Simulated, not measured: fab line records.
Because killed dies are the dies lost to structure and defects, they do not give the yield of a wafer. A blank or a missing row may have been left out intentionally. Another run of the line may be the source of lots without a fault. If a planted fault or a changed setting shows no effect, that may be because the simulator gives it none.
Which tool is to blame? + flow nandHarc + Sampling: 24 lots, 72 wafers, 5 of 1159 route steps

## WHAT THE GAUGES READ, wafer by wafer
NHARC_P_GATE_CD_MEAS_59: target cd 720 nm.
| lot  | measured     | on       | cdNm (nm)         |
|------|--------------|----------|-------------------|
| L074 | day 5 10:04  | cdSem-02 | 720.7 724.2 720.2 |
| L076 | day 5 16:38  | cdSem-03 | 716.3 719.8 719.5 |
| L075 | day 5 17:10  | cdSem-01 | 717.9 718.3 719.5 |
| L077 | day 5 22:44  | cdSem-03 | 720.7 718.2 721.3 |
| L078 | day 6 10:43  | cdSem-01 | 720.2 721.9 723.3 |
| L079 | day 6 13:22  | cdSem-01 | 722.2 717.7 717.6 |
| L081 | day 6 18:02  | cdSem-03 | 718.9 718.9 719.5 |
| L080 | day 6 18:27  | cdSem-01 | 721.5 720.5 717.8 |
| L083 | day 7 11:04  | cdSem-01 | 719.8 719.1 721.3 |
| L082 | day 7 11:17  | cdSem-01 | 719.4 720.1 720.3 |
| L085 | day 7 20:14  | cdSem-03 | 718.4 720.6 719.1 |
| L084 | day 7 20:52  | cdSem-03 | 718.7 717.1 715.3 |
| L086 | day 8 12:07  | cdSem-02 | 723.0 721.8 721.2 |
| L087 | day 8 12:16  | cdSem-01 | 722.6 718.1 719.0 |
| L088 | day 8 21:46  | cdSem-01 | 719.6 719.3 717.9 |
| L089 | day 9 05:26  | cdSem-01 | 721.1 723.1 718.8 |
| L090 | day 9 05:55  | cdSem-01 | 722.2 721.3 718.7 |
| L091 | day 9 14:40  | cdSem-03 | 719.6 719.1 723.0 |
| L092 | day 10 00:38 | cdSem-01 | 720.4 722.8 720.2 |
| L093 | day 10 02:28 | cdSem-01 | 719.6 719.8 719.2 |
| L094 | day 10 08:25 | cdSem-02 | 719.3 721.6 722.1 |
| L095 | day 10 13:43 | cdSem-01 | 722.1 721.6 722.1 |
| L096 | day 10 19:37 | cdSem-02 | 718.5 720.1 720.2 |
| L097 | day 11 09:16 | cdSem-02 | 720.2 717.4 719.5 |

NHARC_P_M0_INSPECT_27.
| lot  | measured     | on               | rawDefectCount |
|------|--------------|------------------|----------------|
| L074 | day 6 08:20  | defectInspect-02 | 116 214 187    |
| L076 | day 6 12:12  | defectInspect-01 | 291 230 197    |
| L075 | day 6 12:31  | defectInspect-01 | 184 156 154    |
| L077 | day 6 17:23  | defectInspect-01 | 474 348 780    |
| L078 | day 7 02:17  | defectInspect-02 | 493 447 543    |
| L079 | day 7 02:55  | defectInspect-02 | 226 377 210    |
| L081 | day 7 09:07  | defectInspect-02 | 283 314 310    |
| L080 | day 7 09:21  | defectInspect-01 | 350 512 860    |
| L083 | day 8 06:53  | defectInspect-02 | 172 257 324    |
| L082 | day 8 07:26  | defectInspect-02 | 345 162 179    |
| L085 | day 8 09:30  | defectInspect-02 | 305 195 181    |
| L084 | day 8 10:44  | defectInspect-02 | 288 238 719    |
| L086 | day 9 03:14  | defectInspect-02 | 392 393 313    |
| L087 | day 9 03:45  | defectInspect-01 | 314 204 219    |
| L088 | day 9 11:58  | defectInspect-02 | 222 250 267    |
| L089 | day 9 21:35  | defectInspect-01 | 254 222 303    |
| L090 | day 9 22:15  | defectInspect-02 | 257 284 428    |
| L091 | day 10 10:37 | defectInspect-02 | 175 232 213    |
| L092 | day 10 18:14 | defectInspect-02 | 584 310 264    |
| L093 | day 10 18:34 | defectInspect-01 | 153 163 165    |
| L094 | day 10 21:44 | defectInspect-01 | 404 220 246    |
| L095 | day 11 03:28 | defectInspect-01 | 169 144 210    |
| L096 | day 11 09:16 | defectInspect-01 | 363 298 439    |
| L097 | day 12 03:01 | defectInspect-02 | 293 165 358    |

## TOOL THAT RAN EACH LOT (tool first, then ch and the chambers of the sampled wafers, then the start)
| lot  | NHARC_P_M0_DESCUM_14              | NHARC_P_M0_DEGAS_28         | NHARC_P_M0_PRE_CLEAN_29                |
|------|-----------------------------------|-----------------------------|----------------------------------------|
| L074 | rieDiel-11 ch 0,1,3, day 6 05:50  | pvdSputter-03, day 6 06:46  | pvdSputter-03, day 6 08:20 or earlier  |
| L076 | rieDiel-13 ch 1,2,3, day 6 09:42  | pvdSputter-01, day 6 10:37  | pvdSputter-01, day 6 12:12 or earlier  |
| L075 | rieDiel-11 ch 0,1,2, day 6 09:55  | pvdSputter-01, day 6 10:49  | pvdSputter-01, day 6 12:31 or earlier  |
| L077 | rieDiel-13 ch 0,1,3, day 6 14:48  | pvdSputter-01, day 6 15:44  | pvdSputter-01, day 6 17:23 or earlier  |
| L078 | rieDiel-13 ch 0,2, day 6 23:49    | pvdSputter-01, day 7 00:44  | pvdSputter-01, day 7 02:17 or earlier  |
| L079 | rieDiel-11 ch 1,2, day 7 00:25    | pvdSputter-01, day 7 01:20  | pvdSputter-01, day 7 02:55 or earlier  |
| L081 | rieDiel-11 ch 0,2,3, day 7 06:34  | pvdSputter-02, day 7 07:32  | pvdSputter-02, day 7 09:07 or earlier  |
| L080 | rieDiel-13 ch 1,2,3, day 7 06:52  | pvdSputter-03, day 7 07:46  | pvdSputter-03, day 7 09:21 or earlier  |
| L083 | rieDiel-13 ch 0,1,2, day 8 04:25  | pvdSputter-03, day 8 05:20  | pvdSputter-03, day 8 06:53 or earlier  |
| L082 | rieDiel-13 ch 0,1,2, day 8 04:59  | pvdSputter-02, day 8 05:53  | pvdSputter-02, day 8 07:26 or earlier  |
| L085 | rieDiel-13 ch 0,1, day 8 07:02    | pvdSputter-03, day 8 07:56  | pvdSputter-03, day 8 09:30 or earlier  |
| L084 | rieDiel-13 ch 0,2, day 8 08:13    | pvdSputter-03, day 8 09:11  | pvdSputter-03, day 8 10:44 or earlier  |
| L086 | rieDiel-13 ch 0,1,2, day 9 00:46  | pvdSputter-03, day 9 01:41  | pvdSputter-03, day 9 03:14 or earlier  |
| L087 | rieDiel-11 ch 1,2,3, day 9 01:16  | pvdSputter-02, day 9 02:12  | pvdSputter-02, day 9 03:45 or earlier  |
| L088 | rieDiel-13 ch 1,2,3, day 9 09:29  | pvdSputter-03, day 9 10:24  | pvdSputter-03, day 9 11:58 or earlier  |
| L089 | rieDiel-01 ch 0,1,2, day 9 19:07  | pvdSputter-01, day 9 20:02  | pvdSputter-01, day 9 21:35 or earlier  |
| L090 | rieDiel-11 ch 1,2, day 9 19:47    | pvdSputter-02, day 9 20:43  | pvdSputter-02, day 9 22:15 or earlier  |
| L091 | rieDiel-01 ch 1,2,3, day 10 08:10 | pvdSputter-01, day 10 09:04 | pvdSputter-01, day 10 10:37 or earlier |
| L092 | rieDiel-13 ch 0,1,3, day 10 15:40 | pvdSputter-01, day 10 16:38 | pvdSputter-01, day 10 18:14 or earlier |
| L093 | rieDiel-11 ch 0,2, day 10 16:04   | pvdSputter-01, day 10 16:59 | pvdSputter-01, day 10 18:34 or earlier |
| L094 | rieDiel-13 ch 0,1,3, day 10 19:15 | pvdSputter-02, day 10 20:10 | pvdSputter-02, day 10 21:44 or earlier |
| L095 | rieDiel-13 ch 0,3, day 11 00:49   | pvdSputter-01, day 11 01:44 | pvdSputter-01, day 11 03:28 or earlier |
| L096 | rieDiel-11 ch 0,1, day 11 06:32   | pvdSputter-01, day 11 07:31 | pvdSputter-01, day 11 09:16 or earlier |
| L097 | rieDiel-01 ch 0,1,3, day 12 00:29 | pvdSputter-01, day 12 01:28 | pvdSputter-01, day 12 03:01 or earlier |
- NHARC_P_M0_DESCUM_14: chemistry O2, time 3 s.
- NHARC_P_M0_DEGAS_28: time 60 s.
- NHARC_P_M0_PRE_CLEAN_29: time 30 s.

## AS READ BY THE TOOLS THEMSELVES (means over the sampled wafers that have a number; for cases with no such wafer, the mark the record gives instead)
NHARC_P_M0_DESCUM_14.
| lot  | tool       | drypumpMotorCurrentA (A) | o2FlowSccm (sccm) | oesProductAu (a.u.) | rfVppV (V) | showerheadPlenumPTorr (Torr) | throttleValvePct (%) |
|------|------------|--------------------------|-------------------|---------------------|------------|------------------------------|----------------------|
| L074 | rieDiel-11 | 6.0                      | 200.3             | 0.996               | 57.7       | 1.96                         | 11.311               |
| L076 | rieDiel-13 | 5.6                      | 199.8             | 1.003               | 58.4       | 1.94                         | 11.312               |
| L075 | rieDiel-11 | 6.2                      | 199.9             | 0.991               | 57.3       | 1.94                         | 11.312               |
| L077 | rieDiel-13 | 5.2                      | 199.4             | 1.005               | 57.7       | 1.98                         | 11.296               |
| L078 | rieDiel-13 | 5.7                      | 200.2             | 1.014               | 58.1       | 1.92                         | 11.315               |
| L079 | rieDiel-11 | 6.2                      | 200.4             | 0.995               | 57.8       | 1.93                         | 11.309               |
| L081 | rieDiel-11 | 6.1                      | 199.5             | 0.994               | 58.4       | 1.95                         | 11.314               |
| L080 | rieDiel-13 | 5.6                      | 199.5             | 1.009               | 57.5       | 1.94                         | 11.321               |
| L083 | rieDiel-13 | 5.7                      | 199.6             | 1.001               | 57.6       | 1.93                         | 11.310               |
| L082 | rieDiel-13 | 5.7                      | 200.0             | 0.995               | 58.0       | 1.93                         | 11.314               |
| L085 | rieDiel-13 | 5.3                      | 200.0             | 0.992               | 57.7       | 1.97                         | 11.306               |
| L084 | rieDiel-13 | 6.1                      | 199.8             | 1.011               | 57.0       | 1.88                         | 11.305               |
| L086 | rieDiel-13 | 5.7                      | 200.5             | 1.002               | 57.8       | 1.93                         | 11.300               |
| L087 | rieDiel-11 | 6.1                      | 199.9             | 0.997               | 58.4       | 1.94                         | 11.311               |
| L088 | rieDiel-13 | 5.6                      | 200.1             | 1.004               | 57.5       | 1.94                         | 11.309               |
| L089 | rieDiel-01 | 6.0                      | 199.6             | 0.999               | 57.8       | 1.95                         | 11.308               |
| L090 | rieDiel-11 | 6.2                      | 200.2             | 1.008               | 58.3       | 1.92                         | 11.314               |
| L091 | rieDiel-01 | 5.9                      | 199.6             | 1.000               | 57.3       | 1.99                         | 11.311               |
| L092 | rieDiel-13 | 5.1                      | 199.8             | 1.001               | 59.0       | 1.98                         | 11.311               |
| L093 | rieDiel-11 | 6.4                      | 200.1             | 1.008               | 57.0       | 1.93                         | 11.312               |
| L094 | rieDiel-13 | 5.2                      | 199.9             | 1.010               | 57.6       | 1.98                         | 11.312               |
| L095 | rieDiel-13 | 5.1                      | 199.3             | 1.000               | 57.9       | 1.97                         | 11.307               |
| L096 | rieDiel-11 | 6.0                      | 200.2             | 0.995               | 58.7       | 1.96                         | 11.319               |
| L097 | rieDiel-01 | 5.9                      | 200.4             | 1.009               | 57.9       | 1.93                         | 11.312               |

NHARC_P_M0_DEGAS_28.
| lot  | tool          | heaterPowerW (W) |
|------|---------------|------------------|
| L074 | pvdSputter-03 | 301              |
| L076 | pvdSputter-01 | 332              |
| L075 | pvdSputter-01 | 359              |
| L077 | pvdSputter-01 | 343              |
| L078 | pvdSputter-01 | 353              |
| L079 | pvdSputter-01 | 328              |
| L081 | pvdSputter-02 | 334              |
| L080 | pvdSputter-03 | 311              |
| L083 | pvdSputter-03 | 292              |
| L082 | pvdSputter-02 | 356              |
| L085 | pvdSputter-03 | 305              |
| L084 | pvdSputter-03 | 316              |
| L086 | pvdSputter-03 | 312              |
| L087 | pvdSputter-02 | 329              |
| L088 | pvdSputter-03 | 315              |
| L089 | pvdSputter-01 | 323              |
| L090 | pvdSputter-02 | 335              |
| L091 | pvdSputter-01 | 291              |
| L092 | pvdSputter-01 | 333              |
| L093 | pvdSputter-01 | 293              |
| L094 | pvdSputter-02 | 344              |
| L095 | pvdSputter-01 | 308              |
| L096 | pvdSputter-01 | 288              |
| L097 | pvdSputter-01 | 340              |

NHARC_P_M0_PRE_CLEAN_29.
| lot  | tool          | heaterPowerW (W) |
|------|---------------|------------------|
| L074 | pvdSputter-03 | 383              |
| L076 | pvdSputter-01 | 435              |
| L075 | pvdSputter-01 | 392              |
| L077 | pvdSputter-01 | 429              |
| L078 | pvdSputter-01 | 420              |
| L079 | pvdSputter-01 | 384              |
| L081 | pvdSputter-02 | 410              |
| L080 | pvdSputter-03 | 379              |
| L083 | pvdSputter-03 | 389              |
| L082 | pvdSputter-02 | 412              |
| L085 | pvdSputter-03 | 366              |
| L084 | pvdSputter-03 | 364              |
| L086 | pvdSputter-03 | 389              |
| L087 | pvdSputter-02 | 414              |
| L088 | pvdSputter-03 | 382              |
| L089 | pvdSputter-01 | 405              |
| L090 | pvdSputter-02 | 407              |
| L091 | pvdSputter-01 | 363              |
| L092 | pvdSputter-01 | 427              |
| L093 | pvdSputter-01 | 354              |
| L094 | pvdSputter-02 | 424              |
| L095 | pvdSputter-01 | 452              |
| L096 | pvdSputter-01 | 411              |
| L097 | pvdSputter-01 | 363              |

## THE ANSWER, worked out from the rows above alone
Rule: usual is defined by the lots themselves. The widest of any qualifying gaps counts: lots, ordered by their means at a reading, are off when they make up no more than a third of the lots, leave a main group of 4 or more, and stand apart from it by 3 or more times the standard deviation of that group's means. The tables above print the reading to a certain number of digits; a main group whose means all agree to those digits is not used. A lot without any number at a reading at which 4 lots or more have one is off too. The other lots that the step has rows for count as sound. After the gauges, taken in route order, come the tools' own readings; for these a lot's mean is taken, as printed above. The first step at which some lot is off is used, and at that step the reading that is off furthest; a lot without a number counts as furthest.
Across all readings shown, no lot is off: no conclusion can be drawn from this.

## WHAT WAS PUT IN BY THE SIMULATOR
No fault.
